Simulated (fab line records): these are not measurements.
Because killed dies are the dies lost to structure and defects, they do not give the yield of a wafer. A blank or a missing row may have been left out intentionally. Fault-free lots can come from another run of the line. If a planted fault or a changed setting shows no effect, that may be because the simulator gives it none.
Matching of chambers :: flow nand_harc :: NHARC_P_M2_STRIP_18 on rie_diel-01 has 4 sister chambers
The step strips in N2/H2. 8 wafers are shown with their chamber, then 11 later ones without.

## WAFERS WITH THEIR CHAMBER
wafer: L272.6
chamber: 1
drypump_motor_current_A (A): 6.2
rf_vpp_V (V): 90.4

wafer: L283.1
chamber: 1
drypump_motor_current_A (A): 6.3
rf_vpp_V (V): 89.2

wafer: L283.5
chamber: 2
drypump_motor_current_A (A): 6.1
rf_vpp_V (V): 89.2

wafer: L285.1
chamber: 2
drypump_motor_current_A (A): 6.1
rf_vpp_V (V): 90.3

wafer: L286.2
chamber: 3
drypump_motor_current_A (A): 5.5
rf_vpp_V (V): 91.9

wafer: L286.3
chamber: 0
drypump_motor_current_A (A): 5.3
rf_vpp_V (V): 90.1

wafer: L286.6
chamber: 3
drypump_motor_current_A (A): 5.6
rf_vpp_V (V): 90.5

wafer: L287.2
chamber: 0
drypump_motor_current_A (A): 5.3
rf_vpp_V (V): 91.2

## WAFERS WITH NO CHAMBER GIVEN
wafer: L287.4
drypump_motor_current_A (A): 5.3
rf_vpp_V (V): 89.3

wafer: L287.5
drypump_motor_current_A (A): 5.5
rf_vpp_V (V): 91.4

wafer: L288.1
drypump_motor_current_A (A): 6.3
rf_vpp_V (V): 89.8

wafer: L288.4
drypump_motor_current_A (A): 6.1
rf_vpp_V (V): 91.7

wafer: L288.5
drypump_motor_current_A (A): 6.3
rf_vpp_V (V): 90.8

wafer: L290.1
drypump_motor_current_A (A): 5.3
rf_vpp_V (V): 89.6

wafer: L290.2
drypump_motor_current_A (A): 6.3
rf_vpp_V (V): 91.0

wafer: L290.3
drypump_motor_current_A (A): 6.1
rf_vpp_V (V): 90.5

wafer: L289.2
drypump_motor_current_A (A): 6.3
rf_vpp_V (V): 90.1

wafer: L289.4
drypump_motor_current_A (A): 6.1
rf_vpp_V (V): 91.1

wafer: L289.5
drypump_motor_current_A (A): 6.1
rf_vpp_V (V): 90.6

## EACH ONE'S CHAMBER
wafer: L287.4
from the rows above: 0
in truth: 0

wafer: L287.5
from the rows above: 3
in truth: 3

wafer: L288.1
from the rows above: 1
in truth: 1

wafer: L288.4
from the rows above: can't be placed: 2 or 1
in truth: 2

wafer: L288.5
from the rows above: 1
in truth: 1

wafer: L290.1
from the rows above: 0
in truth: 0

wafer: L290.2
from the rows above: 1
in truth: 1

wafer: L290.3
from the rows above: 2
in truth: 2

wafer: L289.2
from the rows above: 1
in truth: 1

wafer: L289.4
from the rows above: can't be placed: 2 or 1
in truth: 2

wafer: L289.5
from the rows above: 2
in truth: 2
Correctly placed: 9 of 11. Cannot be placed on the basis of these rows: 2; the candidates contain the true chamber in 2. Wrongly placed: 0.
How it was worked out, from the rows above alone: a wafer's distance from a chamber is the root of the sum, over the readings, of the square of ((its reading less the chamber's mean) divided by the reading's scatter). The wafer belongs to the nearest chamber; if the next one is less than 2 further off, it can't be placed. The mean given for a chamber averages the wafers shown for that chamber. The scatter: take each reading less its chamber's mean, square it, sum over the shown wafers, divide by the number of wafers less the number of chambers, and take the root.
